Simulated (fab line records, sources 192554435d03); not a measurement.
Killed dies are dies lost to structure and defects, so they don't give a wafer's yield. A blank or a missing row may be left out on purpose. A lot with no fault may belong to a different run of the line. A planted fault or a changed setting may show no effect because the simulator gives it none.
Matching of chambers ; flow n5Finfet ; 4 sister chambers for N5_BEOL_M7_ALD_77 on aldMetal-04
The step deposits TaN, target thk 2 nm, pulse time 2 s, purge time 3 s. 4 wafers are shown with their chamber, then 10 later ones without.

== WAFERS WITH THEIR CHAMBER ==
wafer;chamber;heaterPowerW (W)
L080.1;3;404
L084.4;2;377
L085.1;1;420
L085.4;0;382

== WAFERS MISSING THEIR CHAMBER ==
wafer;heaterPowerW (W)
L085.5;409
L087.3;372
L087.4;377
L087.6;360
L090.3;399
L090.4;381
L090.6;415
L095.1;385
L095.3;415
L095.4;375

== WHICH CHAMBER EACH WENT THROUGH ==
wafer;from the rows above;in truth
L085.5;can't be placed: 3 or 1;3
L087.3;can't be placed: 2 or 0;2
L087.4;can't be placed: 2 or 0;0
L087.6;can't be placed: 2 or 0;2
L090.3;can't be placed: 3 or 0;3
L090.4;can't be placed: 0 or 2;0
L090.6;can't be placed: 1 or 3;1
L095.1;can't be placed: 0 or 2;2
L095.3;can't be placed: 1 or 3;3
L095.4;can't be placed: 2 or 0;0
Correct placement for 0 of the 10. From these rows, 10 cannot be placed; in 10 the true chamber is one of the candidates. Placed wrongly: 0.
How it was worked out, from the rows above alone: a wafer's distance from a chamber is the root of the sum, over the readings, of the square of ((its reading less the chamber's mean) divided by the reading's scatter). The wafer belongs to the nearest chamber; if the next one is less than 2 further off, it can't be placed. A chamber's mean is the mean of its shown wafers. The scatter: with one shown wafer a chamber, the root of the mean of the squares of how far each hidden wafer lies from its nearest shown one.
